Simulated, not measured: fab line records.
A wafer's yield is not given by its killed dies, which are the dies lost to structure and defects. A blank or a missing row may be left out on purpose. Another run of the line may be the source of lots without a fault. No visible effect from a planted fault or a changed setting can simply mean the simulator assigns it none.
Which tool did it? -- flow nand_harc -- 63 wafers from 21 lots sampled at 6 of the route's 1159 steps

## WHAT THE GAUGES SHOWED, per wafer
The record holds no reading of a measuring or inspecting step that can be judged against a usual standard deviation.

## WHAT TOOL EACH LOT RAN ON (gives the tool, then ch and the chambers of the sampled wafers, and finally the start)
lot,NHARC_A_STAIRCASE_DESCUM_11,NHARC_A_STAIRCASE_DESCUM_186,NHARC_A_STAIRCASE_ETCH_190,NHARC_A_STAIRCASE_ETCH_197,NHARC_A_STAIRCASE_TRIM_220,NHARC_A_STAIRCASE_ETCH_292
L074,"rie_diel-04 ch 0,2, day 10 19:56","rie_diel-09 ch 1,3, day 10 23:46","rie_diel-09 ch 1,3, day 11 04:49 or earlier","rie_diel-09 ch 1,2,3, day 11 04:49 or earlier","rie_diel-04 ch 1,3, day 11 04:49","rie_diel-04 ch 2,3, day 11 12:53"
L076,"rie_diel-11 ch 0,2,3, day 10 20:07","rie_diel-11 ch 0,3, day 10 23:58","rie_diel-11 ch 0,3, day 11 03:50 or earlier","rie_diel-11 ch 0,3, day 11 03:50 or earlier","rie_diel-04 ch 0,1, day 11 03:50","rie_diel-04 ch 0,1,2, day 11 12:37"
L077,"rie_diel-11 ch 0,1,3, day 11 15:40","rie_diel-11 ch 0,1, day 11 19:46","rie_diel-11 ch 0,2,3, day 12 00:04 or earlier","rie_diel-04 ch 0,1, day 12 00:04 or earlier","rie_diel-11 ch 1,3, day 12 00:04","rie_diel-04 ch 0,1,3, day 12 09:10"
L078,"rie_diel-04 ch 1,2,3, day 11 15:52","rie_diel-11 ch 1,2,3, day 11 19:43","rie_diel-11 ch 1,2, day 11 23:46 or earlier","rie_diel-11 ch 0,2,3, day 11 23:46 or earlier","rie_diel-04 ch 0,2, day 11 23:46","rie_diel-04 ch 1,2, day 12 09:32"
L079,"rie_diel-04 ch 0,1,3, day 12 00:14","rie_diel-11 ch 0,1, day 12 07:25","rie_diel-11 ch 0,1,2, day 12 11:33 or earlier","rie_diel-11 ch 0,2,3, day 12 11:33 or earlier","rie_diel-09 ch 2,3, day 12 11:33","rie_diel-09 ch 1,2,3, day 12 20:50"
L080,"rie_diel-04 ch 1,2,3, day 12 04:25","rie_diel-09 ch 1,2, day 12 08:16","rie_diel-09 ch 1,2, day 12 12:33 or earlier","rie_diel-09 ch 2,3, day 12 12:33 or earlier","rie_diel-09 ch 0,2,3, day 12 12:33","rie_diel-04 ch 1,2,3, day 12 21:04"
L082,"rie_diel-11 ch 0,1,3, day 12 11:59","rie_diel-11 ch 0,2,3, day 12 15:50","rie_diel-11 ch 0,1,2, day 12 19:51 or earlier","rie_diel-04 ch 1,2,3, day 12 19:51 or earlier","rie_diel-11 ch 0,1,3, day 12 19:51","rie_diel-09 ch 0,1,2, day 13 03:47"
L081,"rie_diel-04 ch 0,2,3, day 12 12:16","rie_diel-11 ch 0,1,3, day 12 16:16","rie_diel-11 ch 0,1,2, day 12 20:26 or earlier","rie_diel-11 ch 0,1,2, day 12 20:26 or earlier","rie_diel-04 ch 0,2, day 12 20:26","rie_diel-11 ch 1,2,3, day 13 05:33"
L084,"rie_diel-04 ch 0,2,3, day 13 00:00","rie_diel-11 ch 0,1,3, day 13 03:52","rie_diel-11 ch 1,2,3, day 13 10:08 or earlier","rie_diel-09 ch 1,2,3, day 13 10:08 or earlier","rie_diel-11 ch 0,1,3, day 13 10:08","rie_diel-04 ch 0,2,3, day 13 19:55"
L083,"rie_diel-09 ch 0,1,2, day 13 03:44","rie_diel-04 ch 0,2,3, day 13 10:05","rie_diel-04 ch 0,2,3, day 13 15:55 or earlier","rie_diel-09 ch 1,2,3, day 13 15:55 or earlier","rie_diel-11 ch 0,1,2, day 13 15:55","rie_diel-11 ch 0,2,3, day 13 23:35"
L085,"rie_diel-11 ch 0,1,2, day 13 14:37","rie_diel-04 ch 1,2, day 13 18:27","rie_diel-04 ch 0,3, day 13 22:17 or earlier","rie_diel-09 ch 1,2,3, day 13 22:17 or earlier","rie_diel-11 ch 0,1,2, day 13 22:17","rie_diel-11 ch 1,2, day 14 08:24"
L086,"rie_diel-09 ch 0,2, day 13 18:06","rie_diel-04 ch 0,1, day 13 22:06","rie_diel-04 ch 1,3, day 14 01:53 or earlier","rie_diel-04 ch 0,1, day 14 01:53 or earlier","rie_diel-04 ch 1,3, day 14 01:53","rie_diel-09 ch 0,1, day 14 10:16"
L087,"rie_diel-09 ch 2,3, day 13 18:50","rie_diel-04 ch 0,2,3, day 13 23:22","rie_diel-04 ch 1,3, day 14 03:07 or earlier","rie_diel-04 ch 0,1, day 14 03:07 or earlier","rie_diel-09 ch 0,1,3, day 14 03:07","rie_diel-04 ch 0,2,3, day 14 10:33"
L089,"rie_diel-11 ch 1,2, day 14 15:34","rie_diel-04 ch 0,2, day 14 20:52","rie_diel-04 ch 1,2,3, day 15 00:47 or earlier","rie_diel-04 ch 0,3, day 15 00:47 or earlier","rie_diel-04 ch 0,1,2, day 15 00:47","rie_diel-09 ch 1,2,3, day 15 10:29"
L088,"rie_diel-09 ch 0,1, day 14 16:07","rie_diel-09 ch 0,1,2, day 14 20:07","rie_diel-09 ch 0,1, day 14 23:54 or earlier","rie_diel-09 ch 0,1, day 14 23:54 or earlier","rie_diel-04 ch 2,3, day 14 23:54","rie_diel-04 ch 0,1,2, day 15 07:32"
L091,"rie_diel-09 ch 1,2,3, day 15 06:16","rie_diel-04 ch 0,1, day 15 09:51","rie_diel-04 ch 0,1,3, day 15 14:04 or earlier","rie_diel-04 ch 0,3, day 15 14:04 or earlier","rie_diel-04 ch 0,2, day 15 14:04","rie_diel-04 ch 2,3, day 15 22:28"
L092,"rie_diel-11 ch 0,1, day 15 06:40","rie_diel-11 ch 1,3, day 15 10:31","rie_diel-11 ch 0,3, day 15 15:02 or earlier","rie_diel-04 ch 0,1,3, day 15 15:02 or earlier","rie_diel-04 ch 0,2,3, day 15 15:02","rie_diel-09 ch 0,1,2, day 16 00:20"
L094,"rie_diel-11 ch 2,3, day 15 18:38","rie_diel-11 ch 0,2,3, day 15 22:38","rie_diel-11 ch 0,3, day 16 03:26 or earlier","rie_diel-04 ch 1,2, day 16 03:26 or earlier","rie_diel-09 ch 0,1,3, day 16 03:26","rie_diel-04 ch 0,1,2, day 16 14:08"
L093,"rie_diel-04 ch 0,3, day 15 18:56","rie_diel-09 ch 0,3, day 15 22:56","rie_diel-09 ch 1,3, day 16 04:34 or earlier","rie_diel-09 ch 1,2, day 16 04:34 or earlier","rie_diel-09 ch 1,2,3, day 16 04:34","rie_diel-09 ch 0,2,3, day 16 15:58"
L096,"rie_diel-04 ch 1,2,3, day 16 00:24","rie_diel-09 ch 1,3, day 16 06:25","rie_diel-09 ch 0,1,2, day 16 11:42 or earlier","rie_diel-11 ch 0,2, day 16 11:42 or earlier","rie_diel-09 ch 1,2,3, day 16 11:42","rie_diel-09 ch 1,2, day 16 20:15"
L097,"rie_diel-11 ch 0,1,2, day 16 01:07","rie_diel-09 ch 0,2,3, day 16 08:05","rie_diel-09 ch 1,2,3, day 16 14:02 or earlier","rie_diel-09 ch 1,2,3, day 16 14:02 or earlier","rie_diel-04 ch 0,2,3, day 16 14:02","rie_diel-09 ch 0,1,3, day 16 22:48"
- NHARC_A_STAIRCASE_DESCUM_11: chemistry O2, time 3 s.
- NHARC_A_STAIRCASE_DESCUM_186: chemistry O2, time 3 s.
- NHARC_A_STAIRCASE_ETCH_190: etches the open film in C4F8/O2, target depth 100 nm, time 40.5 s.
- NHARC_A_STAIRCASE_ETCH_197: etches the open film in C4F8/O2, target depth 100 nm, time 40.5 s.
- NHARC_A_STAIRCASE_TRIM_220: chemistry O2, time 211.2 s.
- NHARC_A_STAIRCASE_ETCH_292: etches the open film in CF4/CHF3.

## AS READ BY THE TOOLS THEMSELVES (means over the sampled wafers that have a number; for cases with no such wafer, the mark the record gives instead)
NHARC_A_STAIRCASE_DESCUM_11. Usual: drypump_motor_current_A 5.7 A, standard deviation 0.44; mfc_ar_sccm 0.007 sccm, standard deviation 0.0094; oes_product_au 1.003 a.u., standard deviation 0.0099; rf_vpp_V 57.9 V, standard deviation 0.93; showerhead_plenum_p_Torr 1.93 Torr, standard deviation 0.061; throttle_valve_pct 11.310 %, standard deviation 0.01.
lot,tool,drypump_motor_current_A (A),mfc_ar_sccm (sccm),oes_product_au (a.u.),rf_vpp_V (V),showerhead_plenum_p_Torr (Torr),throttle_valve_pct (%),flag
L074,rie_diel-04,5.7,0.004,1.013,58.6,2.00,11.313,
L076,rie_diel-11,5.7,0.004,1.003,58.1,1.93,11.316,
L077,rie_diel-11,5.4,0.004,0.995,56.9,1.88,11.308,
L078,rie_diel-04,5.6,0.008,1.011,58.2,1.97,11.313,
L079,rie_diel-04,5.7,0.012,0.999,58.2,1.96,11.307,
L080,rie_diel-04,5.6,0.008,1.005,57.4,1.97,11.313,
L082,rie_diel-11,5.4,0.004,0.998,57.8,1.87,11.307,
L081,rie_diel-04,5.8,0.004,1.002,58.4,1.96,11.309,
L084,rie_diel-04,5.8,0.004,1.006,57.9,1.96,11.307,
L083,rie_diel-09,5.9,0.009,0.994,58.7,1.98,11.315,
L085,rie_diel-11,5.8,0.000,1.010,58.5,1.90,11.302,
L086,rie_diel-09,5.4,0.014,1.006,57.5,1.96,11.310,
L087,rie_diel-09,5.6,0.029,1.006,57.6,1.87,11.306,
L089,rie_diel-11,5.8,0.000,0.999,58.1,1.92,11.311,
L088,rie_diel-09,5.9,0.003,1.009,58.3,2.00,11.311,
L091,rie_diel-09,5.9,0.019,0.999,57.9,1.92,11.314,
L092,rie_diel-11,5.5,0.000,1.005,58.3,1.84,11.311,
L094,rie_diel-11,5.7,0.004,1.002,57.8,1.93,11.316,
L093,rie_diel-04,5.8,0.009,1.005,57.6,1.95,11.306,
L096,rie_diel-04,5.6,0.008,1.004,58.1,1.96,11.307,
L097,rie_diel-11,5.8,0.000,1.005,57.0,1.89,11.305,

NHARC_A_STAIRCASE_DESCUM_186. Usual: drypump_motor_current_A 5.7 A, standard deviation 0.45; mfc_ar_sccm 0.008 sccm, standard deviation 0.01; oes_product_au 1.004 a.u., standard deviation 0.0089; rf_vpp_V 57.9 V, standard deviation 0.79; showerhead_plenum_p_Torr 1.93 Torr, standard deviation 0.061; throttle_valve_pct 11.312 %, standard deviation 0.0087.
lot,tool,drypump_motor_current_A (A),mfc_ar_sccm (sccm),oes_product_au (a.u.),rf_vpp_V (V),showerhead_plenum_p_Torr (Torr),throttle_valve_pct (%),flag
L074,rie_diel-09,6.0,0.024,0.998,58.1,1.90,11.304,
L076,rie_diel-11,5.3,0.008,0.993,57.6,1.90,11.305,
L077,rie_diel-11,5.5,0.000,1.005,58.1,1.85,11.321,
L078,rie_diel-11,5.4,0.004,1.001,58.1,1.90,11.310,
L079,rie_diel-11,5.8,0.001,1.011,55.9,1.88,11.307,
L080,rie_diel-09,5.8,0.015,0.998,57.7,1.96,11.318,
L082,rie_diel-11,5.7,0.004,1.004,57.1,1.92,11.317,
L081,rie_diel-11,5.4,0.004,1.011,57.5,1.87,11.305,
L084,rie_diel-11,5.4,0.004,1.013,57.1,1.87,11.317,
L083,rie_diel-04,5.8,0.004,1.007,58.3,1.96,11.307,
L085,rie_diel-04,5.4,0.015,1.009,58.7,2.00,11.314,
L086,rie_diel-04,5.5,0.016,1.009,57.2,1.99,11.313,
L087,rie_diel-04,5.8,0.004,1.006,57.7,1.96,11.323,
L089,rie_diel-04,5.7,0.009,1.009,57.9,1.98,11.314,
L088,rie_diel-09,5.9,0.009,0.995,57.8,1.98,11.314,
L091,rie_diel-04,5.4,0.020,1.010,58.4,1.99,11.320,
L092,rie_diel-11,5.1,0.007,1.006,58.2,1.86,11.319,
L094,rie_diel-11,5.7,0.004,1.006,58.2,1.91,11.304,
L093,rie_diel-09,5.6,0.023,1.006,58.0,1.89,11.312,
L096,rie_diel-09,6.1,0.024,1.007,57.9,1.89,11.312,
L097,rie_diel-09,5.5,0.018,1.002,58.5,1.92,11.311,

NHARC_A_STAIRCASE_ETCH_190. Usual: oes_product_au 0.943 a.u., standard deviation 0.011; rf_vpp_V 897 V, standard deviation 4.
lot,tool,oes_product_au (a.u.),rf_vpp_V (V),flag
L074,rie_diel-09,0.933,899,
L076,rie_diel-11,0.936,896,
L077,rie_diel-11,0.943,897,
L078,rie_diel-11,0.946,893,
L079,rie_diel-11,0.941,895,
L080,rie_diel-09,0.935,901,
L082,rie_diel-11,0.945,895,
L081,rie_diel-11,0.939,894,
L084,rie_diel-11,0.943,894,
L083,rie_diel-04,0.949,900,
L085,rie_diel-04,0.940,899,
L086,rie_diel-04,0.945,897,
L087,rie_diel-04,0.943,899,
L089,rie_diel-04,0.955,898,
L088,rie_diel-09,0.930,901,
L091,rie_diel-04,0.949,898,
L092,rie_diel-11,0.938,895,
L094,rie_diel-11,0.925,893,
L093,rie_diel-09,0.944,895,
L096,rie_diel-09,0.938,899,
L097,rie_diel-09,0.944,897,

NHARC_A_STAIRCASE_ETCH_197. Usual: oes_product_au 0.953 a.u., standard deviation 0.017; rf_vpp_V 898 V, standard deviation 3.9.
lot,tool,oes_product_au (a.u.),rf_vpp_V (V),flag
L074,rie_diel-09,0.946,898,
L076,rie_diel-11,0.941,896,
L077,rie_diel-04,0.954,902,
L078,rie_diel-11,0.955,896,
L079,rie_diel-11,0.958,897,
L080,rie_diel-09,0.937,893,
L082,rie_diel-04,0.973,899,
L081,rie_diel-11,0.953,895,
L084,rie_diel-09,0.961,897,
L083,rie_diel-09,0.985,898,
L085,rie_diel-09,0.953,896,
L086,rie_diel-04,0.947,901,
L087,rie_diel-04,0.967,901,
L089,rie_diel-04,0.953,896,
L088,rie_diel-09,0.941,902,
L091,rie_diel-04,0.947,896,
L092,rie_diel-04,0.975,899,
L094,rie_diel-04,0.960,902,
L093,rie_diel-09,0.932,899,
L096,rie_diel-11,0.928,897,
L097,rie_diel-09,0.934,896,

NHARC_A_STAIRCASE_TRIM_220. Usual: drypump_motor_current_A 5.7 A, standard deviation 0.42; mfc_ar_sccm 0.010 sccm, standard deviation 0.011; oes_product_au 1.003 a.u., standard deviation 0.0081; rf_vpp_V 57.9 V, standard deviation 0.92; showerhead_plenum_p_Torr 3.58 Torr, standard deviation 0.1; throttle_valve_pct 17.036 %, standard deviation 0.0079.
lot,tool,drypump_motor_current_A (A),mfc_ar_sccm (sccm),oes_product_au (a.u.),rf_vpp_V (V),showerhead_plenum_p_Torr (Torr),throttle_valve_pct (%),flag
L074,rie_diel-04,5.5,0.015,0.994,58.1,3.63,17.043,
L076,rie_diel-04,5.6,0.016,1.007,57.3,3.67,17.031,
L077,rie_diel-11,5.1,0.007,0.999,58.1,3.45,17.035,
L078,rie_diel-04,5.8,0.009,1.002,58.4,3.66,17.035,
L079,rie_diel-09,5.6,0.029,0.993,57.3,3.47,17.035,
L080,rie_diel-09,5.5,0.018,1.009,58.3,3.56,17.033,
L082,rie_diel-11,5.4,0.004,0.999,56.8,3.46,17.037,
L081,rie_diel-04,5.7,0.004,1.008,57.1,3.66,17.045,
L084,rie_diel-11,5.5,0.004,1.001,57.5,3.45,17.037,
L083,rie_diel-11,5.8,0.000,1.003,57.9,3.50,17.038,
L085,rie_diel-11,5.8,0.000,1.011,57.4,3.50,17.035,
L086,rie_diel-04,5.5,0.015,1.007,58.0,3.62,17.036,
L087,rie_diel-09,6.0,0.013,1.001,57.4,3.59,17.028,
L089,rie_diel-04,5.5,0.012,1.008,57.4,3.66,17.028,
L088,rie_diel-04,5.8,0.000,1.007,57.0,3.61,17.034,
L091,rie_diel-04,5.7,0.009,1.007,57.9,3.65,17.038,
L092,rie_diel-04,5.8,0.004,1.007,58.4,3.60,17.035,
L094,rie_diel-09,6.0,0.013,1.003,58.2,3.58,17.035,
L093,rie_diel-09,5.9,0.019,0.998,57.5,3.54,17.043,
L096,rie_diel-09,6.0,0.019,0.991,57.8,3.54,17.038,
L097,rie_diel-04,5.8,0.004,1.004,58.0,3.59,17.021,

NHARC_A_STAIRCASE_ETCH_292. Usual: drypump_motor_current_A 5.7 A, standard deviation 0.46; mfc_ar_sccm 0.010 sccm, standard deviation 0.011; oes_product_au 0.950 a.u., standard deviation 0.021; rf_vpp_V 371.5 V, standard deviation 1.9; showerhead_plenum_p_Torr 1.60 Torr, standard deviation 0.048; throttle_valve_pct 16.803 %, standard deviation 0.0093.
lot,tool,drypump_motor_current_A (A),mfc_ar_sccm (sccm),oes_product_au (a.u.),rf_vpp_V (V),showerhead_plenum_p_Torr (Torr),throttle_valve_pct (%),flag
L074,rie_diel-04,5.8,0.000,0.950,371.5,1.62,16.803,
L076,rie_diel-04,5.5,0.012,0.974,372.3,1.64,16.812,
L077,rie_diel-04,5.7,0.012,0.924,370.6,1.61,16.809,
L078,rie_diel-04,5.5,0.008,0.926,372.6,1.64,16.801,
L079,rie_diel-09,5.9,0.019,0.964,371.0,1.59,16.801,
L080,rie_diel-04,5.6,0.008,0.963,372.0,1.61,16.796,
L082,rie_diel-09,5.9,0.009,0.943,372.3,1.63,16.804,
L081,rie_diel-11,5.5,0.004,0.949,369.8,1.56,16.806,
L084,rie_diel-04,5.8,0.004,0.977,371.5,1.61,16.804,
L083,rie_diel-11,5.6,0.004,0.954,370.5,1.58,16.812,
L085,rie_diel-11,5.8,0.000,0.942,371.6,1.58,16.806,
L086,rie_diel-09,6.3,0.004,0.916,372.7,1.64,16.804,
L087,rie_diel-04,5.8,0.004,0.930,372.0,1.61,16.796,
L089,rie_diel-09,5.9,0.019,0.969,371.2,1.58,16.805,
L088,rie_diel-04,5.5,0.012,0.959,373.0,1.63,16.803,
L091,rie_diel-04,5.9,0.000,0.960,370.9,1.58,16.804,
L092,rie_diel-09,5.9,0.009,0.944,372.8,1.62,16.804,
L094,rie_diel-04,5.5,0.012,0.940,372.3,1.63,16.801,
L093,rie_diel-09,5.5,0.018,0.943,371.4,1.58,16.801,
L096,rie_diel-09,5.8,0.015,0.954,371.5,1.60,16.803,
L097,rie_diel-09,6.0,0.013,0.926,371.7,1.60,16.809,

## THE ANSWER, worked out from the rows above alone
Rule: lot off if the mean of its wafers having a number is beyond 3 standard deviations from the usual mean. A lot without any number at a reading at which 4 lots or more have one is off too. Where the step has rows for the other lots, those lots are counted as sound. The gauges are gone through in route order, then the tools' own readings, and for those a lot's mean is taken as printed above. The first step at which some lot is off is used, and at that step the reading that is off furthest; a lot without a number counts as furthest.
None of the lots is off at any reading shown; this tells nothing.

## WHAT THE SIMULATOR HAD INSERTED
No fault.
